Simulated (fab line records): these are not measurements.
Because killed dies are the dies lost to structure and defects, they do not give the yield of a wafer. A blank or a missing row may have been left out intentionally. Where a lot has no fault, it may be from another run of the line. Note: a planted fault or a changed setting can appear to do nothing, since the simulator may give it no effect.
A struck lot beside a sound one :: flow n5_finfet :: 16 steps out of a route of 1938
Sound: these wafers, L936.1, L936.3, L936.5. Struck: wafers L945.4, L945.5, L945.6. Last of all comes the cause.
At each step with rows: each side's tool, then ch and its chambers, then its first start. Under that, the readings that differ: sound wafers :: struck wafers :: difference of the means :: sigmas: that difference in standard deviations of wafers without a fault.
alike: readings with means less than 2 such deviations apart, plus words and numbers identical on both sides. not compared: withheld readings, readings lacking a value on some wafer, bounds such as >300 that could conceal the same value, and numbers that have no deviation in the record and whose values overlap.
A row with sigmas, a row that says differs or no value, or rows on one side alone: a step with any of these is where the two part. Numbers that don't overlap but have no deviation are shown without sigmas and don't part them. Lack of a reading on every wafer of one side parts them only where that side has two or more wafers.

first, 1 step without rows for these wafers: N5_BEOL_M4_SPUTTER_90 (material Cu, target thk 4.5 nm, time 8.29 s).
N5_BEOL_M4_ANNEAL_91: time 240 s.
  sound on pvd_sputter-01 at day 8 23:59; struck on pvd_sputter-03 at day 11 13:23
  alike: heater_power_w, susceptor_temp_C, susceptor_temp_C_max
then, 2 steps without rows for these wafers: N5_BEOL_M4_SPUTTER_92 (material Cu, target thk 4.5 nm, time 8.29 s); N5_BEOL_M4_ANNEAL_93 (time 240 s).
N5_BEOL_M4_SPUTTER_94: material Cu, target thk 4.5 nm, time 8.29 s.
  sound on pvd_sputter-01 at day 9 00:20; struck on pvd_sputter-03 at day 11 13:45
  alike: susceptor_temp_C, throttle_valve_pct
then, 1 step without rows for these wafers: N5_BEOL_M4_ANNEAL_95 (time 240 s).
N5_BEOL_M4_SPUTTER_96: material Cu, target thk 4.5 nm, time 8.29 s.
  sound on pvd_sputter-01 at day 9 00:34; struck on pvd_sputter-03 at day 11 13:58
  alike: susceptor_temp_C, throttle_valve_pct
then, 2 steps without rows for these wafers: N5_BEOL_M4_ECD_50 (material Cu, target thk 300 nm); N5_BEOL_M4_ANNEAL_51 (time 90 s).
N5_BEOL_M4_CMP_52: polishes, stops on SiOC, t overpolish 6.8 s, target thk 40 nm.
  sound on cmp-01 ch 0,3, day 9 01:03; struck on cmp-02 ch 0,1,2, day 11 14:44
  alike: barrier_field_endpoint_s, motor_current_A, overpolish_run_s, slurry_filter_dp_kPa, time_to_endpoint_s
N5_BEOL_M4_THK_MEAS_53: measures by xrf.
  sound on film_metro-02 at day 9 01:21; struck on film_metro-01 at day 11 14:55
  alike: M4_THK
N5_BEOL_M4_PRE_CLEAN_60: time 15 s.
  sound on cvd_co-02 ch 0,2, day 9 01:23; struck on cvd_co-02 ch 0,1,2, day 11 14:58
  alike: heater_power_outer_w, heater_power_w
  not compared: susceptor_temp_C
N5_BEOL_M4_CO_CAP_55: material Co, precursor CCTBA/H2, target thk 2 nm, time 102.1 s.
  sound on cvd_co-02 ch 0,2, day 9 01:26; struck on cvd_co-02 ch 0,1,2, day 11 15:02
reading: run_length_s (s)
sound: 125.0 123.8 123.8
struck: 177.5 178.2 176.1
difference: +53.1
sigmas: +88

reading: model.Co_of_BEOL_M4_CO_CAP_55.thk_nm (nm)
sound: 1.8 2.2 2.2
struck: 3 3 3.2
difference: +1
sigmas: 
  alike: heater_power_outer_w, heater_power_w, susceptor_temp_C
then, 1 step without rows for these wafers: N5_BEOL_M4_PRE_CLEAN_56 (time 15 s).
N5_BEOL_M4_RC_MEAS_101:
  sound on prober-02 ch 0, day 9 01:40; struck on prober-01 ch 0, day 11 15:41
reading: IOFF_N (nA/um)
sound: 0.12 0.12 0.14
struck: 0.18 0.24 0.18
difference: +0.07
sigmas: +2

reading: VT_N (mV)
sound: 253 255 252
struck: 245 244 250
difference: -7
sigmas: -2
  alike: DIBL_N, DIBL_P, IOFF_P, ION_N, ION_P, SS_N, SS_P, VT_P
-- here the record skips 5 days between the struck wafers' starts before and after, leaving off in module BEOL_M4 and picking up in module PASSIVATION (first step shown: number 1936 of the route) --
N5_PASSIVATION_PROBE_49:
  sound on prober-02 at day 13 20:06; struck on prober-02 at day 16 12:15
  alike: defect_limited_yield, killed_at_M0_to_M3, killed_at_M4_up, killed_at_contacts, killed_at_front_end, killed_at_other, killed_dies, killed_on_rim, killed_open, killed_short, sort_bin_4_leakage, sort_bin_5_function, sort_bin_6_memory, sort_n_pass, sort_yield_pct

== WHERE THEY PART ==
Earliest at N5_BEOL_M4_CO_CAP_55; latest, in this record, at N5_BEOL_M4_RC_MEAS_101. Later steps at which nothing parts them and some readings are alike: N5_PASSIVATION_PROBE_49.

WHY: what had been put in by the simulator
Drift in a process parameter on cvd_co-02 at N5_BEOL_M4_CO_CAP_55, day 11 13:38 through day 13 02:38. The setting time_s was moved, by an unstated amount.
